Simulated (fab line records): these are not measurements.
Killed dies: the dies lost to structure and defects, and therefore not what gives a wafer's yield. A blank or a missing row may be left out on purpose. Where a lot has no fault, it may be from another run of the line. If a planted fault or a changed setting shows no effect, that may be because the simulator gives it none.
Matching of chambers    flow nand_harc    4 sister chambers for NHARC_P_GATE_STRIP_108 on rie_diel-03
The step strips in O2. 4 wafers are shown with their chamber, then 7 later ones without.

WAFERS WITH THEIR CHAMBER
wafer   chamber  showerhead_plenum_p_Torr (Torr)
L080.2  1        3.74
L080.3  0        3.68
L080.5  2        3.59
L083.5  3        3.50

WAFERS MISSING THEIR CHAMBER
wafer   showerhead_plenum_p_Torr (Torr)
L083.6  3.68
L091.1  3.74
L091.2  3.67
L091.3  3.59
L097.2  3.67
L097.3  3.59
L097.5  3.59

THE CHAMBER EACH PASSED THROUGH
wafer   from the rows above  in truth
L083.6  0                    0
L091.1  1                    1
L091.2  0                    0
L091.3  2                    2
L097.2  0                    0
L097.3  2                    2
L097.5  2                    2
7 of 7 placed correctly. Number that these rows cannot place: 0. Wrongly placed: 0.
How it was worked out, from the rows above alone: a wafer's distance from a chamber is the root of the sum, over the readings, of the square of ((its reading less the chamber's mean) divided by the reading's scatter). The wafer belongs to the nearest chamber; if the next one is less than 2 further off, it can't be placed. A chamber's mean is the mean of its shown wafers. The scatter: with one shown wafer a chamber, the root of the mean of the squares of how far each hidden wafer lies from its nearest shown one.
